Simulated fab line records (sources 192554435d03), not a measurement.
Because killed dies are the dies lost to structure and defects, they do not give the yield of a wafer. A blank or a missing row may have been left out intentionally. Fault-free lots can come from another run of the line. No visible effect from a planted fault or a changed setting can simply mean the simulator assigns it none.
Matching of chambers ; flow n5 finfet ; N5_BEOL_M7_CURE_74 on uv cure-03 has 3 sister chambers
The step cures SiCOH lowk, time 240 s. 6 wafers are shown with their chamber, then 12 later ones without.

== WAFERS WITH THEIR CHAMBER ==
wafer;chamber;wafer_temp_C_max;lamp power pct (%)
L089.5;0;387.6;52.32
L089.6;0;388.0;52.38
L091.3;2;386.9;52.37
L091.6;2;386.6;52.31
L095.4;1;387.7;52.31
L095.6;1;389.2;52.33

== WAFERS WHOSE CHAMBER IS MISSING ==
wafer;wafer_temp_C_max;lamp power pct (%)
L095.2;387.6;52.21
L095.3;387.7;52.31
L095.5;388.3;52.37
L093.3;387.0;52.29
L093.5;388.1;52.35
L093.6;387.7;52.28
L096.1;386.2;52.34
L096.2;386.0;52.31
L096.4;386.3;52.30
L096.3;386.1;52.30
L096.5;386.9;52.39
L096.6;386.7;52.30

== CHAMBER TAKEN BY EACH ==
wafer;from the rows above;in truth
L095.2;can't be placed: 1 or 2 or 0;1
L095.3;can't be placed: 0 or 1 or 2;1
L095.5;can't be placed: 0 or 1 or 2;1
L093.3;can't be placed: 2 or 0 or 1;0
L093.5;can't be placed: 0 or 1 or 2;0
L093.6;can't be placed: 1 or 0 or 2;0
L096.1;can't be placed: 2 or 0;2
L096.2;can't be placed: 2 or 0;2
L096.4;can't be placed: 2 or 0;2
L096.3;can't be placed: 2 or 0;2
L096.5;can't be placed: 2 or 0 or 1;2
L096.6;can't be placed: 2 or 0 or 1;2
Placed correctly: 0 of 12. From these rows, 12 cannot be placed; in 12 the true chamber is one of the candidates. Wrongly placed: 0.
How it was worked out, from the rows above alone: a wafer's distance from a chamber is the root of the sum, over the readings, of the square of ((its reading less the chamber's mean) divided by the reading's scatter). If the next closest chamber is less than 2 further off than the closest, the wafer can't be placed; otherwise it belongs to the closest. For every chamber, the mean is computed from those of its wafers that are shown. The scatter: the root of (the sum of the squares of (reading less its chamber's mean) over the shown wafers, divided by (wafers less chambers)).
